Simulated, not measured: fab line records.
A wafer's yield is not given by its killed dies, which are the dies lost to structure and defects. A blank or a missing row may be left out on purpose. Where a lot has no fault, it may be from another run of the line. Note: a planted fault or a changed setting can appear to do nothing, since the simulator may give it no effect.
What tool caused it? / flow nand-harc / 24 lots, 72 wafers sampled, at 3 steps of a route of 1302

== WHAT THE GAUGES READ, wafer by wafer ==
NHARC_A_CONTACT_OVL_MEAS_43. Usual: overlay-x-nm -0.2 nm, standard deviation 0.82; overlay-y-nm -0.1 nm, standard deviation 0.84.
lot=L074; measured=day 21 05:16; on=overlay-01; overlay-x-nm (nm)=0.3 0.6 1.1; overlay-y-nm (nm)=-0.6 -1.4 -1.0; flag=
lot=L075; measured=day 22 10:20; on=overlay-02; overlay-x-nm (nm)=-0.6 -0.9 -1.1; overlay-y-nm (nm)=-0.7 -1.1 -0.7; flag=
lot=L078; measured=day 22 19:37; on=overlay-02; overlay-x-nm (nm)=-1.0 -1.1 -0.5; overlay-y-nm (nm)=-0.3 0.1 0.3; flag=
lot=L076; measured=day 22 19:52; on=overlay-01; overlay-x-nm (nm)=0.5 0.7 0.7; overlay-y-nm (nm)=0.9 0.7 0.8; flag=
lot=L077; measured=day 23 04:59; on=overlay-01; overlay-x-nm (nm)=-0.2 0.3 0.2; overlay-y-nm (nm)=-0.3 -0.9 -0.2; flag=
lot=L079; measured=day 23 15:34; on=overlay-01; overlay-x-nm (nm)=-1.0 -1.0 -1.6; overlay-y-nm (nm)=0.2 -0.2 -0.5; flag=
lot=L080; measured=day 24 09:13; on=overlay-02; overlay-x-nm (nm)=0.6 0.6 0.6; overlay-y-nm (nm)=-1.4 -0.7 -0.6; flag=
lot=L081; measured=day 24 15:19; on=overlay-02; overlay-x-nm (nm)=0.3 0.4 0.4; overlay-y-nm (nm)=-0.9 -0.2 -0.9; flag=
lot=L082; measured=day 24 14:28; on=overlay-01; overlay-x-nm (nm)=-1.6 -0.8 -2.0; overlay-y-nm (nm)=-1.1 -0.9 -1.2; flag=
lot=L083; measured=day 25 11:56; on=overlay-01; overlay-x-nm (nm)=0.7 1.0 0.3; overlay-y-nm (nm)=-0.5 -0.8 -0.7; flag=
lot=L084; measured=day 25 07:01; on=overlay-01; overlay-x-nm (nm)=-0.8 -0.3 -0.5; overlay-y-nm (nm)=1.5 1.6 1.7; flag=
lot=L086; measured=day 26 03:15; on=overlay-02; overlay-x-nm (nm)=-0.2 0.6 0.0; overlay-y-nm (nm)=0.5 0.4 0.4; flag=
lot=L085; measured=day 26 10:24; on=overlay-01; overlay-x-nm (nm)=-0.8 -0.9 -1.4; overlay-y-nm (nm)=-1.0 -1.6 -1.6; flag=
lot=L087; measured=day 26 10:06; on=overlay-01; overlay-x-nm (nm)=-1.5 -0.5 -1.2; overlay-y-nm (nm)=-0.6 0.0 0.4; flag=
lot=L088; measured=day 26 16:26; on=overlay-02; overlay-x-nm (nm)=0.0 -0.2 -0.4; overlay-y-nm (nm)=1.2 1.3 1.4; flag=
lot=L089; measured=day 27 02:35; on=overlay-02; overlay-x-nm (nm)=0.9 1.1 0.9; overlay-y-nm (nm)=0.6 0.0 0.4; flag=
lot=L090; measured=day 27 17:10; on=overlay-02; overlay-x-nm (nm)=1.4 1.2 1.0; overlay-y-nm (nm)=-0.9 -0.9 -0.3; flag=
lot=L091; measured=day 28 09:31; on=overlay-02; overlay-x-nm (nm)=-0.2 0.0 0.5; overlay-y-nm (nm)=0.6 0.9 1.4; flag=
lot=L092; measured=day 28 22:55; on=overlay-02; overlay-x-nm (nm)=-0.9 -0.9 -1.7; overlay-y-nm (nm)=-1.0 -0.5 -0.7; flag=
lot=L093; measured=day 29 19:57; on=overlay-01; overlay-x-nm (nm)=-0.5 -0.9 -1.1; overlay-y-nm (nm)=-0.6 -0.2 -0.5; flag=
lot=L094; measured=day 30 02:01; on=overlay-02; overlay-x-nm (nm)=0.3 0.0 0.1; overlay-y-nm (nm)=0.6 1.4 0.8; flag=
lot=L095; measured=day 30 01:43; on=overlay-01; overlay-x-nm (nm)=-1.3 -1.2 -1.1; overlay-y-nm (nm)=0.1 0.8 0.6; flag=
lot=L096; measured=day 30 05:53; on=overlay-02; overlay-x-nm (nm)=0.3 -0.1 0.1; overlay-y-nm (nm)=0.8 0.9 1.3; flag=
lot=L097; measured=day 30 14:31; on=overlay-02; overlay-x-nm (nm)=-0.5 -1.0 -0.4; overlay-y-nm (nm)=-0.2 -0.3 -0.6; flag=

== WHICH TOOL RAN EACH LOT (tool, then ch and the chambers of the sampled wafers, then the start) ==
lot=L074; NHARC_A_WL_FILL_STRIP_27=plasma-asher-02 ch 0,1, day 20 06:51; NHARC_A_CONTACT_DEP_28=acl-dep-01 ch 0, day 21 01:05
lot=L075; NHARC_A_WL_FILL_STRIP_27=plasma-asher-02 ch 0,1, day 21 06:44; NHARC_A_CONTACT_DEP_28=acl-dep-03 ch 0, day 22 05:18
lot=L078; NHARC_A_WL_FILL_STRIP_27=plasma-asher-01 ch 0,1, day 21 20:05; NHARC_A_CONTACT_DEP_28=acl-dep-03 ch 0, day 22 14:40
lot=L076; NHARC_A_WL_FILL_STRIP_27=plasma-asher-02 ch 0,1, day 21 20:11; NHARC_A_CONTACT_DEP_28=acl-dep-01 ch 0, day 22 14:49
lot=L077; NHARC_A_WL_FILL_STRIP_27=plasma-asher-02 ch 0,1, day 22 06:44; NHARC_A_CONTACT_DEP_28=acl-dep-01 ch 0, day 23 02:00
lot=L079; NHARC_A_WL_FILL_STRIP_27=plasma-asher-02 ch 1, day 22 16:09; NHARC_A_CONTACT_DEP_28=acl-dep-02 ch 0, day 23 11:20
lot=L080; NHARC_A_WL_FILL_STRIP_27=plasma-asher-01 ch 0, day 23 08:21; NHARC_A_CONTACT_DEP_28=acl-dep-03 ch 0, day 24 04:04
lot=L081; NHARC_A_WL_FILL_STRIP_27=plasma-asher-02 ch 0,1, day 23 16:38; NHARC_A_CONTACT_DEP_28=acl-dep-01 ch 0, day 24 10:08
lot=L082; NHARC_A_WL_FILL_STRIP_27=plasma-asher-02 ch 0,1, day 23 16:52; NHARC_A_CONTACT_DEP_28=acl-dep-02 ch 0, day 24 09:28
lot=L083; NHARC_A_WL_FILL_STRIP_27=plasma-asher-01 ch 0,1, day 24 05:07; NHARC_A_CONTACT_DEP_28=acl-dep-03 ch 0, day 25 07:35
lot=L084; NHARC_A_WL_FILL_STRIP_27=plasma-asher-01 ch 0,1, day 24 05:28; NHARC_A_CONTACT_DEP_28=acl-dep-01 ch 0, day 25 03:29
lot=L086; NHARC_A_WL_FILL_STRIP_27=plasma-asher-01 ch 0, day 25 05:25; NHARC_A_CONTACT_DEP_28=acl-dep-02 ch 0, day 25 22:18
lot=L085; NHARC_A_WL_FILL_STRIP_27=plasma-asher-01 ch 0,1, day 25 10:07; NHARC_A_CONTACT_DEP_28=acl-dep-01 ch 0, day 26 05:59
lot=L087; NHARC_A_WL_FILL_STRIP_27=plasma-asher-01 ch 0,1, day 25 10:28; NHARC_A_CONTACT_DEP_28=acl-dep-03 ch 0, day 26 05:47
lot=L088; NHARC_A_WL_FILL_STRIP_27=plasma-asher-01 ch 0,1, day 25 17:12; NHARC_A_CONTACT_DEP_28=acl-dep-01 ch 0, day 26 12:05
lot=L089; NHARC_A_WL_FILL_STRIP_27=plasma-asher-02 ch 0,1, day 25 22:20; NHARC_A_CONTACT_DEP_28=acl-dep-02 ch 0, day 26 22:20
lot=L090; NHARC_A_WL_FILL_STRIP_27=plasma-asher-02 ch 0,1, day 26 15:05; NHARC_A_CONTACT_DEP_28=acl-dep-02 ch 0, day 27 13:40
lot=L091; NHARC_A_WL_FILL_STRIP_27=plasma-asher-02 ch 0,1, day 27 11:11; NHARC_A_CONTACT_DEP_28=acl-dep-01 ch 0, day 28 05:08
lot=L092; NHARC_A_WL_FILL_STRIP_27=plasma-asher-02 ch 0,1, day 27 21:56; NHARC_A_CONTACT_DEP_28=acl-dep-03 ch 0, day 28 17:52
lot=L093; NHARC_A_WL_FILL_STRIP_27=plasma-asher-02 ch 0,1, day 28 12:46; NHARC_A_CONTACT_DEP_28=acl-dep-01 ch 0, day 29 14:55
lot=L094; NHARC_A_WL_FILL_STRIP_27=plasma-asher-02 ch 0,1, day 28 23:06; NHARC_A_CONTACT_DEP_28=acl-dep-01 ch 0, day 29 21:40
lot=L095; NHARC_A_WL_FILL_STRIP_27=plasma-asher-02 ch 0,1, day 28 23:26; NHARC_A_CONTACT_DEP_28=acl-dep-03 ch 0, day 29 22:02
lot=L096; NHARC_A_WL_FILL_STRIP_27=plasma-asher-02 ch 1, day 29 03:08; NHARC_A_CONTACT_DEP_28=acl-dep-02 ch 0, day 30 00:48
lot=L097; NHARC_A_WL_FILL_STRIP_27=plasma-asher-02 ch 0,1, day 29 14:20; NHARC_A_CONTACT_DEP_28=acl-dep-02 ch 0, day 30 10:15
- NHARC_A_WL_FILL_STRIP_27: strips in N2/H2, time 20 s.
- NHARC_A_CONTACT_DEP_28: deposits aC, target thk 7000 nm.

== AS READ BY THE TOOLS THEMSELVES (means over the sampled wafers that have a number; for cases with no such wafer, the mark the record gives instead) ==
NHARC_A_WL_FILL_STRIP_27. Usual: drypump-motor-current-A 6.1 A, standard deviation 0.54; heater-power-w 328 W, standard deviation 32.
lot=L074; tool=plasma-asher-02; drypump-motor-current-A (A)=6.2; heater-power-w (W)=319; flag=
lot=L075; tool=plasma-asher-02; drypump-motor-current-A (A)=5.8; heater-power-w (W)=339; flag=
lot=L078; tool=plasma-asher-01; drypump-motor-current-A (A)=6.3; heater-power-w (W)=322; flag=
lot=L076; tool=plasma-asher-02; drypump-motor-current-A (A)=6.2; heater-power-w (W)=321; flag=
lot=L077; tool=plasma-asher-02; drypump-motor-current-A (A)=5.8; heater-power-w (W)=339; flag=
lot=L079; tool=plasma-asher-02; drypump-motor-current-A (A)=5.3; heater-power-w (W)=356; flag=
lot=L080; tool=plasma-asher-01; drypump-motor-current-A (A)=6.4; heater-power-w (W)=342; flag=
lot=L081; tool=plasma-asher-02; drypump-motor-current-A (A)=6.2; heater-power-w (W)=327; flag=
lot=L082; tool=plasma-asher-02; drypump-motor-current-A (A)=6.2; heater-power-w (W)=316; flag=
lot=L083; tool=plasma-asher-01; drypump-motor-current-A (A)=6.3; heater-power-w (W)=325; flag=
lot=L084; tool=plasma-asher-01; drypump-motor-current-A (A)=6.3; heater-power-w (W)=327; flag=
lot=L086; tool=plasma-asher-01; drypump-motor-current-A (A)=6.4; heater-power-w (W)=346; flag=
lot=L085; tool=plasma-asher-01; drypump-motor-current-A (A)=6.4; heater-power-w (W)=319; flag=
lot=L087; tool=plasma-asher-01; drypump-motor-current-A (A)=6.4; heater-power-w (W)=304; flag=
lot=L088; tool=plasma-asher-01; drypump-motor-current-A (A)=6.3; heater-power-w (W)=305; flag=
lot=L089; tool=plasma-asher-02; drypump-motor-current-A (A)=6.2; heater-power-w (W)=320; flag=
lot=L090; tool=plasma-asher-02; drypump-motor-current-A (A)=5.8; heater-power-w (W)=348; flag=
lot=L091; tool=plasma-asher-02; drypump-motor-current-A (A)=5.8; heater-power-w (W)=355; flag=
lot=L092; tool=plasma-asher-02; drypump-motor-current-A (A)=5.8; heater-power-w (W)=352; flag=
lot=L093; tool=plasma-asher-02; drypump-motor-current-A (A)=5.8; heater-power-w (W)=354; flag=
lot=L094; tool=plasma-asher-02; drypump-motor-current-A (A)=6.2; heater-power-w (W)=327; flag=
lot=L095; tool=plasma-asher-02; drypump-motor-current-A (A)=5.8; heater-power-w (W)=349; flag=
lot=L096; tool=plasma-asher-02; drypump-motor-current-A (A)=5.4; heater-power-w (W)=377; flag=
lot=L097; tool=plasma-asher-02; drypump-motor-current-A (A)=5.8; heater-power-w (W)=348; flag=

NHARC_A_CONTACT_DEP_28. Usual: throttle-valve-pct at 34.999 %, with a standard deviation of 0.0095.
lot=L074; tool=acl-dep-01; throttle-valve-pct (%)=34.996; flag=
lot=L075; tool=acl-dep-03; throttle-valve-pct (%)=34.998; flag=
lot=L078; tool=acl-dep-03; throttle-valve-pct (%)=34.993; flag=
lot=L076; tool=acl-dep-01; throttle-valve-pct (%)=35.007; flag=
lot=L077; tool=acl-dep-01; throttle-valve-pct (%)=34.996; flag=
lot=L079; tool=acl-dep-02; throttle-valve-pct (%)=34.995; flag=
lot=L080; tool=acl-dep-03; throttle-valve-pct (%)=34.996; flag=
lot=L081; tool=acl-dep-01; throttle-valve-pct (%)=34.997; flag=
lot=L082; tool=acl-dep-02; throttle-valve-pct (%)=34.998; flag=
lot=L083; tool=acl-dep-03; throttle-valve-pct (%)=34.996; flag=
lot=L084; tool=acl-dep-01; throttle-valve-pct (%)=35.000; flag=
lot=L086; tool=acl-dep-02; throttle-valve-pct (%)=34.990; flag=
lot=L085; tool=acl-dep-01; throttle-valve-pct (%)=35.003; flag=
lot=L087; tool=acl-dep-03; throttle-valve-pct (%)=35.001; flag=
lot=L088; tool=acl-dep-01; throttle-valve-pct (%)=35.010; flag=
lot=L089; tool=acl-dep-02; throttle-valve-pct (%)=35.005; flag=
lot=L090; tool=acl-dep-02; throttle-valve-pct (%)=34.999; flag=
lot=L091; tool=acl-dep-01; throttle-valve-pct (%)=35.002; flag=
lot=L092; tool=acl-dep-03; throttle-valve-pct (%)=35.000; flag=
lot=L093; tool=acl-dep-01; throttle-valve-pct (%)=35.001; flag=
lot=L094; tool=acl-dep-01; throttle-valve-pct (%)=35.001; flag=
lot=L095; tool=acl-dep-03; throttle-valve-pct (%)=35.002; flag=
lot=L096; tool=acl-dep-02; throttle-valve-pct (%)=34.992; flag=
lot=L097; tool=acl-dep-02; throttle-valve-pct (%)=35.003; flag=

== THE ANSWER, worked out from the rows above alone ==
Rule: a lot is off if the mean of its wafers that have a number lies more than 3 standard deviations from the usual mean. Also off: a lot with no number at a reading for which 4 or more lots have one. All remaining lots with rows at the step are treated as sound. Order of review: gauges by route order, followed by the tools' own readings, for which a lot's mean as printed above is used. At the first step where some lot is off, the reading lying furthest off is the one used; lots without a number count as furthest.
No lot is off on any of the readings shown, so nothing can be concluded from this.

== WHAT THE SIMULATOR HAD PUT IN ==
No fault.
